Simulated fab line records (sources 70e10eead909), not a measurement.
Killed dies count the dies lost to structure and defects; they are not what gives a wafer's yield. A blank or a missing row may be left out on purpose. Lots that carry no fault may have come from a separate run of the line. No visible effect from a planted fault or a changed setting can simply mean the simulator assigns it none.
Chamber matching | flow nand harc | NHARC_A_STAIRCASE_DESCUM_312 on rie diel-13 has 4 sister chambers
The step chemistry O2, time 3 s. 4 wafers are shown with their chamber, then 7 later ones without.

## WAFERS WITH THEIR CHAMBER
wafer  | chamber | showerhead plenum p Torr (Torr)
L074.4 | 0       | 1.83
L082.1 | 3       | 1.94
L088.2 | 1       | 1.92
L088.3 | 2       | 1.83

## WAFERS WITH NO CHAMBER GIVEN
wafer  | showerhead plenum p Torr (Torr)
L088.4 | 1.94
L087.2 | 1.83
L087.3 | 1.82
L087.5 | 1.92
L085.3 | 1.82
L085.4 | 1.83
L085.5 | 1.82

## WHICH CHAMBER EACH ONE RAN IN
wafer  | from the rows above     | in truth
L088.4 | 3                       | 3
L087.2 | can't be placed: 0 or 2 | 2
L087.3 | can't be placed: 0 or 2 | 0
L087.5 | 1                       | 1
L085.3 | can't be placed: 0 or 2 | 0
L085.4 | can't be placed: 0 or 2 | 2
L085.5 | can't be placed: 0 or 2 | 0
Placed correctly: 2 of 7. Unplaceable from these rows: 5, with the true chamber sitting among the candidates in 5. Placed wrongly: 0.
How it was worked out, from the rows above alone: a wafer's distance from a chamber is the root of the sum, over the readings, of the square of ((its reading less the chamber's mean) divided by the reading's scatter). If the next closest chamber is less than 2 further off than the closest, the wafer can't be placed; otherwise it belongs to the closest. For every chamber, the mean is computed from those of its wafers that are shown. The scatter: with one shown wafer a chamber, the root of the mean of the squares of how far each hidden wafer lies from its nearest shown one.
